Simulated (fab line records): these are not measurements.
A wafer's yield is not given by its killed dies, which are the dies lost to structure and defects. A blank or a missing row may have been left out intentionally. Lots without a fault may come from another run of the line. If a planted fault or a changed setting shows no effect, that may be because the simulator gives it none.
Struck lot and sound lot, side by side | flow n5_finfet | 37 out of 1938 route steps
Sound: the wafers L488.2, L488.5, L488.6. Struck: wafers L485.1, L485.4, L485.6. The cause is named last.
Per side, at each step with rows, come the tool, then ch with its chambers, and then its first start. Under that, the readings that differ: sound wafers | struck wafers | difference of the means | sigmas: that difference in standard deviations of wafers without a fault.
alike: readings with means less than 2 such deviations apart, plus words and numbers identical on both sides. not compared: withheld readings, readings lacking a value on some wafer, bounds such as >300 that could conceal the same value, and numbers that have no deviation in the record and whose values overlap.
Wherever a step has rows on one side only, a row that says differs or no value, or a row with sigmas, the two part there. Numbers that have no deviation but don't overlap get no sigmas and don't part them. A reading that every wafer of one side lacks parts them only if that side has two wafers or more.

first, 9 steps without rows for these wafers: N5_BEOL_M4_ANNEAL_95 (time 240 s); N5_BEOL_M4_SPUTTER_96 (material Cu, target thk 4.5 nm, time 8.29 s); N5_BEOL_M4_ECD_50 (material Cu, target thk 300 nm); N5_BEOL_M4_ANNEAL_51 (time 90 s); N5_BEOL_M4_CMP_52 (polishes, stops on SiOC, t overpolish 6.8 s, target thk 40 nm); N5_BEOL_M4_PRE_CLEAN_60 (time 15 s); N5_BEOL_M4_CO_CAP_55 (material Co, precursor CCTBA/H2, target thk 2 nm, time 102.1 s); N5_BEOL_M4_PRE_CLEAN_56 (time 15 s); N5_BEOL_M4_DEP_57 (deposits SiCN from 3MS/NH3, target thk 8 nm, time 14 s).
N5_BEOL_M4_RC_MEAS_101:
  sound on prober-02 ch 0, day 14 09:47; struck on prober-01 ch 0, day 14 01:01
  alike: DIBL_N, DIBL_P, IOFF_N, IOFF_P, ION_N, ION_P, SS_N, SS_P, VT_N, VT_P
then, 24 steps without rows for these wafers: N5_BEOL_M5_ILD_DEP_00 (deposits SiCOH lowk from DEMS/porogen, target thk 140.64 nm, time 25.9 s); N5_BEOL_M5_CURE_79 (cures SiCOH lowk, time 240 s); N5_BEOL_M5_PECVD_70 (deposits SiO2 from TEOS/O2, target thk 16 nm, time 18 s); N5_BEOL_M5_HM_DEP_02 (deposits TiN, target thk 20 nm); N5_BEOL_M5_COAT_59 (time 60 s, resist thk 60 nm); N5_BEOL_M5_COAT_60 (time 60 s, resist thk 12 nm); N5_BEOL_M5_COAT_71 (time 60 s, resist thk 5 nm); N5_BEOL_M5_COAT_05 (resist thk 30 nm); N5_BEOL_M5_EBR_07; N5_BEOL_M5_SOFTBAKE_06 (time 60 s); N5_BEOL_M5_EXPOSE_08 (exposes mask M5, target cd 28 nm); N5_BEOL_M5_PEB_09 (peb time 60 s); N5_BEOL_M5_DEVELOP_10 (develop time 30 s); N5_BEOL_M5_DESCUM_16 (chemistry O2, time 7 s); N5_BEOL_M5_ETCH_72 (etches underlayer in N2/H2, target depth 6.5 nm, time 5.2 s); N5_BEOL_M5_ETCH_61 (etches SiARC in CF4, target depth 15.6 nm, time 26 s); N5_BEOL_M5_ETCH_62 (etches SOC in N2/H2, target depth 75 nm, overetch 15 nm, time 112.5 s); N5_BEOL_M5_STRIP_63 (strips in N2/H2); N5_BEOL_M5_STRIP_73 (strips in N2/H2); N5_BEOL_M5_STRIP_64 (strips in CF4); N5_BEOL_M5_HM_OPEN_17 (chemistry Cl2/BCl3, target TiN, target depth 20 nm, overetch 6 nm); N5_BEOL_M5_STRIP_19 (strips in O2); N5_BEOL_M5_COAT_65 (time 60 s, resist thk 60 nm); N5_BEOL_M5_COAT_66 (time 60 s, resist thk 12 nm).
N5_BEOL_M6_CVD_78: deposits Co from CCTBA/H2, target thk 2 nm, time 142.3 s.
  sound on cvd_co-01 ch 0,1, day 15 07:24; struck on cvd_co-01 ch 0,1,2, day 14 23:37
  no value came back on the struck wafers for chamber_pressure_Torr (Torr), run_length_s (s); on the sound wafers chamber_pressure_Torr (Torr) reads 30.01 29.95 29.92
N5_BEOL_M6_CMP_52: polishes, stops on SiCOH lowk, t overpolish 6.9 s, target thk 80 nm.
  sound on cmp-02 ch 1,2, day 15 08:17; struck on cmp-04 ch 0,1, day 15 00:22
  reading                      | sound          | struck         | difference | sigmas
  barrier_field_endpoint_s (s) | 29.1 29.8 30.4 | 25.4 26.4 27.6 | -3.3       | -4
  alike: clearing_platen_rpm, motor_current_A
-- record jumps: 4 days separate the struck wafers' starts on either side; left off in module BEOL_M6, taken up again in module PASSIVATION, whose first shown step is the route's number 1936 --
N5_PASSIVATION_PROBE_49:
  only the struck wafers here have rows in the record (prober-01, day 18 16:56); the sound ones have none

WHERE THEY PART
Earliest at N5_BEOL_M6_CVD_78; latest, in this record, at N5_PASSIVATION_PROBE_49.

WHY: the cause the simulator had injected
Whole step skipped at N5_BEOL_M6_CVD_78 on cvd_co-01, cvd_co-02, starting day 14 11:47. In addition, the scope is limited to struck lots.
